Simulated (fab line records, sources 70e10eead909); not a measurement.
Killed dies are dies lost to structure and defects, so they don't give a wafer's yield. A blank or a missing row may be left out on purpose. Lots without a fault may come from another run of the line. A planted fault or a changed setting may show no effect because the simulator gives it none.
Chamber matching | flow nand_harc | NHARC_A_STAIRCASE_DESCUM_291 on rie_diel-02: 4 sister chambers
The step chemistry O2, time 3 s. 8 wafers are shown with their chamber, then 9 later ones without.

WAFERS WITH THEIR CHAMBER
wafer  | chamber | drypump_motor_current_A (A) | showerhead_plenum_p_Torr (Torr)
L086.1 | 1       | 5.66                        | 1.81
L086.5 | 1       | 5.63                        | 1.81
L086.6 | 0       | 6.14                        | 2.03
L088.3 | 2       | 5.77                        | 1.85
L088.5 | 0       | 6.14                        | 2.02
L087.1 | 3       | 5.26                        | 1.97
L087.5 | 3       | 5.28                        | 1.97
L087.6 | 2       | 5.78                        | 1.85

WAFERS WITHOUT THEIR CHAMBER
wafer  | drypump_motor_current_A (A) | showerhead_plenum_p_Torr (Torr)
L089.2 | 6.13                        | 2.02
L089.3 | 5.26                        | 1.97
L089.5 | 5.63                        | 1.81
L093.1 | 5.62                        | 1.80
L093.4 | 6.15                        | 2.02
L093.6 | 5.62                        | 1.80
L097.4 | 5.61                        | 1.80
L097.5 | 5.25                        | 1.97
L097.6 | 6.13                        | 2.02

WHICH CHAMBER EACH WENT THROUGH
wafer  | from the rows above | in truth
L089.2 | 0                   | 0
L089.3 | 3                   | 3
L089.5 | 1                   | 1
L093.1 | 1                   | 1
L093.4 | 0                   | 0
L093.6 | 1                   | 1
L097.4 | 1                   | 1
L097.5 | 3                   | 3
L097.6 | 0                   | 0
Placed correctly: 9 of 9. Can't be placed from these rows: 0. Placed wrongly: 0.
How it was worked out, from the rows above alone: a wafer's distance from a chamber is the root of the sum, over the readings, of the square of ((its reading less the chamber's mean) divided by the reading's scatter). The wafer belongs to the nearest chamber; if the next one is less than 2 further off, it can't be placed. A chamber's mean is the mean of its shown wafers. The scatter: the root of (the sum of the squares of (reading less its chamber's mean) over the shown wafers, divided by (wafers less chambers)).
